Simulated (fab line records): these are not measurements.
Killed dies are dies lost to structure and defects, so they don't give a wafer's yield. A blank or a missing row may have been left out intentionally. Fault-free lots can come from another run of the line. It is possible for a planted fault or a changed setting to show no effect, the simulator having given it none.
A lot that was struck, set against a sound lot | flow nandHarc | 14 out of 1302 route steps
Sound: these wafers, L789.3, L789.4, L789.5. Struck: wafer L784.3 (L784.4, L784.5, from the same lot, were not struck and are left out); the cause is given at the end.
For every step that has rows: the tool of each side, followed by ch and its chambers, followed by its first start. Under that, the readings that differ: sound wafers | struck wafers | difference of the means | sigmas: that difference in standard deviations of wafers without a fault.
alike: words and numbers the same on both sides, and readings whose means are apart by under 2 such deviations; not compared: readings that were withheld, readings missing a value for some wafer, numbers with overlapping values and no deviation given by the record, and bounds like >300 which may hide the same value.
The two part at a step that has a row with sigmas, a row that says differs or no value, or rows on one side only. When numbers do not overlap yet have no deviation, they are printed without sigmas and do not part them. Lack of a reading on every wafer of one side parts them only where that side has two or more wafers.

NHARC_A_BLC_PVD_32: deposits Ti, target thk 5 nm, time 17.7 s.
  sound on pvdSputter-02; struck on pvdSputter-01
  alike: throttleValvePct
NHARC_A_BLC_ALD_23: deposits TiN, target thk 3 nm, pulse time 1 s, ald cycles 150.
  sound on aldMetal-04 ch 0,1,3, day 29 03:31; struck on aldMetal-04 ch 1, day 27 12:56
  alike: heaterPowerW, precursorPulseHeightRel
NHARC_A_BLC_CVD_24: deposits W, target thk 150 nm, time 434 s.
  sound: cvdW-01 ch 0,1; struck: cvdW-01 ch 1
  alike: heaterPowerW, mfcArSccm, throttleValvePct
NHARC_A_BLC_CMP_25: polishes, t overpolish 30 s, target thk 150 nm.
  sound on cmp-02 ch 0,1,3, day 29 04:27; struck on cmp-03 ch 2, day 27 13:50
reading             | sound          | struck | difference | sigmas
timeToEndpointS (s) | 34.5 32.3 33.3 | 27.7   | -5.7       | -2
  alike: motorCurrentA, overpolishRunS
next, for these wafers, 1 step has no rows: NHARC_A_BLC_SRD_27.
NHARC_A_BLC_INSPECT_28:
  sound on defectInspect-01, day 29 04:49; struck on defectInspect-01, day 27 14:13
  alike: rawDefectCount
then, 5 steps without rows for these wafers: NHARC_A_M0_DEP_00 (deposits SiOC, target thk 150 nm); NHARC_A_M0_DEHYDRATE_01 (time 120 s); NHARC_A_M0_HMDS_02 (time 30 s); NHARC_A_M0_COAT_33 (time 65 s); NHARC_A_M0_COAT_03 (resist thk 90 nm).
NHARC_A_M0_SOFTBAKE_04: time 55 s.
  sound on lithoTrack-04 ch 0, day 29 05:00; struck on lithoTrack-06 ch 0, day 27 14:00
reading               | sound                | struck | difference | sigmas
heaterPowerTotalW (W) | 188.57 188.45 188.46 | 323.14 | +134.65    | +99 or more
next, for these wafers, 1 step has no rows: NHARC_A_M0_EBR_05.
NHARC_END_SORT_01:
  sound on prober-01 ch 0, day 31 04:13; struck on prober-02 ch 0, day 29 05:41
reading                | sound          | struck | difference | sigmas
defectLimitedYield (%) | 84.3 84.9 84.8 | 91.3   | +6.6       | +2
killedAtPeriphery      | 8 6 11         | 0      | -8         | -4
killedDies             | 106 102 103    | 59     | -45        | -2
killedOpen             | 3 1 1          | 6      | +4         | +2
  alike: killedAtArray, killedAtOther, killedShort

WHERE THEY PART
First at NHARC_A_BLC_CMP_25; last, within this record, at NHARC_END_SORT_01.

WHY: whatever the simulator had introduced
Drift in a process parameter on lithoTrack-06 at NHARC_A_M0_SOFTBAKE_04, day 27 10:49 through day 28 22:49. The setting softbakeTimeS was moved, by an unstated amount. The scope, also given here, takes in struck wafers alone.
